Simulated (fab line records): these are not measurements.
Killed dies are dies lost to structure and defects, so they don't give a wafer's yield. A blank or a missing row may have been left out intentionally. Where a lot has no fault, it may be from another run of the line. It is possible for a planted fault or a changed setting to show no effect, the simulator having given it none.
Chamber matching / flow n5 finfet / 4 sister chambers for N5_FIN_CUT_STRIP_22 on rie diel-02
The step strips in N2/H2. 8 wafers are shown with their chamber, then 9 later ones without.

== WAFERS WITH THEIR CHAMBER ==
wafer=L076.3; chamber=3; showerhead plenum p Torr (Torr)=3.37; throttle valve pct (%)=18.9
wafer=L076.5; chamber=2; showerhead plenum p Torr (Torr)=3.27; throttle valve pct (%)=18.5
wafer=L076.6; chamber=3; showerhead plenum p Torr (Torr)=3.37; throttle valve pct (%)=18.9
wafer=L086.1; chamber=1; showerhead plenum p Torr (Torr)=3.55; throttle valve pct (%)=19.2
wafer=L086.5; chamber=0; showerhead plenum p Torr (Torr)=3.45; throttle valve pct (%)=18.9
wafer=L087.3; chamber=0; showerhead plenum p Torr (Torr)=3.45; throttle valve pct (%)=19.0
wafer=L087.4; chamber=1; showerhead plenum p Torr (Torr)=3.55; throttle valve pct (%)=19.2
wafer=L087.6; chamber=2; showerhead plenum p Torr (Torr)=3.26; throttle valve pct (%)=18.4

== WAFERS WITHOUT THEIR CHAMBER ==
wafer=L091.1; showerhead plenum p Torr (Torr)=3.45; throttle valve pct (%)=19.0
wafer=L091.4; showerhead plenum p Torr (Torr)=3.36; throttle valve pct (%)=19.0
wafer=L091.6; showerhead plenum p Torr (Torr)=3.44; throttle valve pct (%)=19.0
wafer=L094.1; showerhead plenum p Torr (Torr)=3.36; throttle valve pct (%)=19.0
wafer=L094.4; showerhead plenum p Torr (Torr)=3.25; throttle valve pct (%)=18.5
wafer=L094.6; showerhead plenum p Torr (Torr)=3.54; throttle valve pct (%)=19.2
wafer=L095.2; showerhead plenum p Torr (Torr)=3.36; throttle valve pct (%)=19.0
wafer=L095.3; showerhead plenum p Torr (Torr)=3.44; throttle valve pct (%)=19.0
wafer=L095.6; showerhead plenum p Torr (Torr)=3.36; throttle valve pct (%)=19.0

== THE CHAMBER EACH PASSED THROUGH ==
wafer=L091.1; from the rows above=0; in truth=0
wafer=L091.4; from the rows above=3; in truth=3
wafer=L091.6; from the rows above=0; in truth=0
wafer=L094.1; from the rows above=3; in truth=3
wafer=L094.4; from the rows above=2; in truth=2
wafer=L094.6; from the rows above=1; in truth=1
wafer=L095.2; from the rows above=3; in truth=3
wafer=L095.3; from the rows above=0; in truth=0
wafer=L095.6; from the rows above=3; in truth=3
9 of 9 placed correctly. Number that these rows cannot place: 0. Placed wrongly: 0.
How it was worked out, from the rows above alone: a wafer's distance from a chamber is the root of the sum, over the readings, of the square of ((its reading less the chamber's mean) divided by the reading's scatter). If the next closest chamber is less than 2 further off than the closest, the wafer can't be placed; otherwise it belongs to the closest. Each chamber's mean is taken over the wafers shown for it. The scatter: the root of (the sum of the squares of (reading less its chamber's mean) over the shown wafers, divided by (wafers less chambers)).
